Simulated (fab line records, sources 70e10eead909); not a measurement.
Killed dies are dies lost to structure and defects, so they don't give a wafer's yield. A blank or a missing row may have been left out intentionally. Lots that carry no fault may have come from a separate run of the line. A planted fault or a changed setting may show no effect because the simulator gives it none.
A struck lot beside a sound one | flow nand-harc | 14 out of 1302 route steps
Sound: the wafers L832.3, L832.4, L832.6. Struck: wafer L848.1; the same lot's L848.4 was not struck, so it is left out; see the end for the cause.
At each step with rows: each side's tool, then ch and its chambers, then its first start. Under that, the readings that differ: sound wafers | struck wafers | difference of the means | sigmas: that difference in standard deviations of wafers without a fault.
alike: a reading whose means differ by less than 2 such deviations, as well as words and numbers matching on both sides. not compared: withheld readings; readings where some wafer has no value; bounds like >300 that might hide an equal value; numbers whose values overlap and for which the record gives no deviation.
The two part at a step that has a row with sigmas, a row that says differs or no value, or rows on one side only. Numbers that don't overlap but have no deviation are shown without sigmas and don't part them. A reading that every wafer of one side lacks parts them only if that side has two wafers or more.

first, 10 steps without rows for these wafers: NHARC_A_STAIRCASE_SRD_208; NHARC_A_STAIRCASE_DEHYDRATE_209 (time 120 s); NHARC_A_STAIRCASE_HMDS_210 (time 30 s); NHARC_A_STAIRCASE_COAT_211; NHARC_A_STAIRCASE_SOFTBAKE_212 (time 170 s); NHARC_A_STAIRCASE_EBR_213; NHARC_A_STAIRCASE_EXPOSE_214 (exposes mask STAIR 3); NHARC_A_STAIRCASE_PEB_215 (peb time 130 s); NHARC_A_STAIRCASE_DEVELOP_216 (time 140 s); NHARC_A_STAIRCASE_HARDBAKE_218 (time 140 s).
NHARC_A_STAIRCASE_DESCUM_219: chemistry O2, time 3 s.
  sound on rie-diel-10 ch 0,3, day 17 04:52; struck on rie-diel-01 ch 1, day 23 16:44
  alike: drypump-motor-current-A, oes-product-au, rf-vpp-V, showerhead-plenum-p-Torr, throttle-valve-pct
  not compared: rf-hours-counter-h
NHARC_A_STAIRCASE_TRIM_220: chemistry O2, time 211.2 s.
  sound on rie-diel-10 ch 1,3, day 17 04:57; struck on rie-diel-01 ch 3, day 23 16:49
  reading          | sound             | struck | difference | sigmas
  run-length-s (s) | 232.1 232.1 232.3 | 292.5  | +60.3      | +99 or more
  alike: drypump-motor-current-A, oes-product-au, rf-vpp-V, showerhead-plenum-p-Torr, throttle-valve-pct
  not compared: rf-hours-counter-h
NHARC_A_STAIRCASE_ETCH_221: etches the open film in C4F8/O2, target depth 100 nm, time 40.5 s.
  sound: rie-diel-10 ch 0,1; struck: rie-diel-01 ch 1
  reading               | sound             | struck | difference | sigmas
  oes-product-au (a.u.) | 0.993 0.962 0.975 | 0.940  | -0.037     | -3
  alike: rf-fwd-power-W, rf-vpp-V
  not compared: rf-hours-counter-h
-- break in the record here, with 9 days between the starts of the struck wafers on either side (left off in module A_STAIRCASE, picked up again in module END, where the first step shown is number 1302 on the route) --
NHARC_END_SORT_01:
  only the struck wafers appear in the record here, on prober-01 ch 0 at day 32 06:04; the sound ones have no rows

WHERE THEY PART
At NHARC_A_STAIRCASE_TRIM_220 first; at NHARC_END_SORT_01 last (within this record only).

WHY: the cause the simulator had injected
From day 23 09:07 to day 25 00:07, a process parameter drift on rie-diel-01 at NHARC_A_STAIRCASE_TRIM_220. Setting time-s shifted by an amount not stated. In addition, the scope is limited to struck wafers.
